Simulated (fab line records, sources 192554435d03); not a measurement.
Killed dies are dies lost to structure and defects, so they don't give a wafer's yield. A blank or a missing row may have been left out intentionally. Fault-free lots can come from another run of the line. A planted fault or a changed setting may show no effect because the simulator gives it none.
Matching of chambers + flow n5 finfet + N5_FIN_SAQP_ETCH_51 on rie diel-05 has 4 sister chambers
The step etches SiARC in CF4, target depth 45.5 nm, time 75.8 s. 8 wafers are shown with their chamber, then 7 later ones without.

== WAFERS, EACH WITH ITS CHAMBER ==
| wafer  | chamber | throttle valve pct (%) | oes product au (a.u.) |
|--------|---------|------------------------|-----------------------|
| L074.6 | 3       | 15.86                  | 0.61                  |
| L080.1 | 0       | 15.22                  | 0.71                  |
| L080.6 | 1       | 15.52                  | 0.59                  |
| L081.2 | 0       | 15.23                  | 0.71                  |
| L081.3 | 1       | 15.54                  | 0.59                  |
| L081.5 | 3       | 15.87                  | 0.61                  |
| L082.4 | 2       | 15.59                  | 0.77                  |
| L082.5 | 2       | 15.58                  | 0.78                  |

== WAFERS MISSING THEIR CHAMBER ==
| wafer  | throttle valve pct (%) | oes product au (a.u.) |
|--------|------------------------|-----------------------|
| L082.6 | 15.52                  | 0.58                  |
| L086.2 | 15.61                  | 0.76                  |
| L086.3 | 15.52                  | 0.59                  |
| L086.4 | 15.91                  | 0.59                  |
| L090.2 | 15.29                  | 0.69                  |
| L090.3 | 15.61                  | 0.74                  |
| L090.4 | 15.91                  | 0.59                  |

== CHAMBER TAKEN BY EACH ==
| wafer  | from the rows above | in truth |
|--------|---------------------|----------|
| L082.6 | 1                   | 1        |
| L086.2 | 2                   | 2        |
| L086.3 | 1                   | 1        |
| L086.4 | 3                   | 3        |
| L090.2 | 0                   | 0        |
| L090.3 | 2                   | 2        |
| L090.4 | 3                   | 3        |
Correctly placed: 7 of 7. Can't be placed from these rows: 0. Number placed wrongly: 0.
How it was worked out, from the rows above alone: a wafer's distance from a chamber is the root of the sum, over the readings, of the square of ((its reading less the chamber's mean) divided by the reading's scatter). If the next closest chamber is less than 2 further off than the closest, the wafer can't be placed; otherwise it belongs to the closest. Each chamber's mean is taken over the wafers shown for it. How the scatter is found: for the shown wafers, subtract from each reading the mean of its chamber, square and add these, divide the total by (wafers less chambers), then take the root.
